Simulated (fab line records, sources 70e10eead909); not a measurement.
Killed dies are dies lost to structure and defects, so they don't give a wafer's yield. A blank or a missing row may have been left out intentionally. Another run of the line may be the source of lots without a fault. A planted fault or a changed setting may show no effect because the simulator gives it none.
What tool caused it? | flow nandHarc | 18 wafers from 6 lots sampled at 5 of the route's 1159 steps

== WHAT THE GAUGES READ, wafer by wafer ==
NHARC_END_SORT_01.
lot  | measured     | on        | killedAtArray
L873 | day 22 19:19 | prober-02 | 31 48 33

== WHAT TOOL EACH LOT RAN ON (gives the tool, then ch and the chambers of the sampled wafers, and finally the start) ==
lot  | NHARC_A_CONTACT_ETCH_120           | NHARC_A_CONTACT_ETCH_121           | NHARC_A_CONTACT_STRIP_55                     | NHARC_A_CONTACT_SOFTBAKE_64
L860 | harCapEtch-03 ch 0,1, day 16 11:56 | harCapEtch-03 ch 0,1, day 16 12:02 | rieDiel-07 ch 0,1,3, day 16 16:00 or earlier | lithoTrack-04 ch 0, day 16 16:00
L862 | harCapEtch-03 ch 0,1, day 16 22:51 | harCapEtch-03 ch 0,1, day 16 22:56 | rieDiel-01 ch 2,3, day 17 04:00 or earlier   | lithoTrack-01 ch 0, day 17 04:00
L873 | harCapEtch-03 ch 0,1, day 19 22:24 | harCapEtch-03 ch 0,1, day 19 22:29 | rieDiel-07 ch 0,2,3, day 20 02:00 or earlier | lithoTrack-06 ch 0, day 20 02:00
L878 | harCapEtch-03 ch 0,1, day 20 08:23 | harCapEtch-03 ch 0,1, day 20 08:31 | rieDiel-08 ch 0,1, day 20 15:00 or earlier   | lithoTrack-04 ch 0, day 20 15:00
L880 | harCapEtch-02 ch 0,1, day 21 21:35 | harCapEtch-02 ch 0,1, day 21 21:41 | rieDiel-07 ch 0,2, day 22 02:00 or earlier   | lithoTrack-04 ch 0, day 22 02:00
L881 | harCapEtch-03 ch 1, day 22 03:37   | harCapEtch-03 ch 1, day 22 03:42   | rieDiel-07 ch 1,2, day 22 07:00 or earlier   | lithoTrack-01 ch 0, day 22 07:00
- NHARC_A_CONTACT_ETCH_120: etches the open film in C4F8/O2/Ar, time 94 s, target depth 922 nm.
- NHARC_A_CONTACT_ETCH_121: etches the open film in C4F8/O2/Ar, time 94 s, target depth 922 nm.
- NHARC_A_CONTACT_STRIP_55: strips in O2.
- NHARC_A_CONTACT_SOFTBAKE_64: time 55 s.

== THE ANSWER, worked out from the rows above alone ==
Rule: what is usual is taken from the lots themselves. Put in order of their means at a reading, lots are off if they are a third of the lots or fewer, leave a main group of 4 or more, and stand apart from it by a gap of 3 or more times the standard deviation of the main group's means; of several such gaps the widest counts. If all means in a main group match to the digits the tables above print for the reading, that group is not used. A lot without any number at a reading at which 4 lots or more have one is off too. The other lots that the step has rows for count as sound.
Across all readings shown, no lot is off: no conclusion can be drawn from this.

== WHAT WAS PUT IN BY THE SIMULATOR ==
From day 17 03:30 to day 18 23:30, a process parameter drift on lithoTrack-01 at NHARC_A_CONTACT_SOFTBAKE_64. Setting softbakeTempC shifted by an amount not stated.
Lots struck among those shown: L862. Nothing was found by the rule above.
